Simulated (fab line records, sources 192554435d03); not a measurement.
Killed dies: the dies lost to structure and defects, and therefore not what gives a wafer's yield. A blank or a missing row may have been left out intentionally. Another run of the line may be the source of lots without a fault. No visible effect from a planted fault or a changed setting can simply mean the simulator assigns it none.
Matching of chambers | flow n5 finfet | 3 sister chambers for N5_BEOL_M9_CURE_71 on uv cure-02
The step cures SiCOH lowk, time 240 s. 3 wafers are shown with their chamber, then 12 later ones without.

## WAFERS PAIRED WITH THEIR CHAMBERS
wafer  | chamber | lamp power pct (%)
L078.6 | 0       | 52.35
L081.6 | 1       | 52.26
L082.6 | 2       | 52.40

## WAFERS MISSING THEIR CHAMBER
wafer  | lamp power pct (%)
L086.1 | 52.28
L086.4 | 52.25
L086.5 | 52.31
L087.1 | 52.27
L087.4 | 52.29
L087.5 | 52.34
L089.2 | 52.35
L089.3 | 52.30
L089.5 | 52.29
L094.3 | 52.31
L094.5 | 52.24
L094.6 | 52.28

## WHICH CHAMBER EACH ONE RAN IN
wafer  | from the rows above          | in truth
L086.1 | can't be placed: 1 or 0      | 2
L086.4 | 1                            | 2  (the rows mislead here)
L086.5 | can't be placed: 0 or 1 or 2 | 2
L087.1 | 1                            | 1
L087.4 | can't be placed: 1 or 0      | 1
L087.5 | can't be placed: 0 or 2      | 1
L089.2 | can't be placed: 0 or 2      | 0
L089.3 | can't be placed: 1 or 0      | 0
L089.5 | can't be placed: 1 or 0      | 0
L094.3 | can't be placed: 0 or 1 or 2 | 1
L094.5 | 1                            | 1
L094.6 | can't be placed: 1 or 0      | 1
Placed correctly: 2 of 12. Can't be placed from these rows: 9 (the true chamber is among the candidates in 7). Number placed wrongly: 1.
How it was worked out, from the rows above alone: a wafer's distance from a chamber is the root of the sum, over the readings, of the square of ((its reading less the chamber's mean) divided by the reading's scatter). If the next closest chamber is less than 2 further off than the closest, the wafer can't be placed; otherwise it belongs to the closest. A chamber's mean is the mean of its shown wafers. The scatter: with one shown wafer a chamber, the root of the mean of the squares of how far each hidden wafer lies from its nearest shown one.
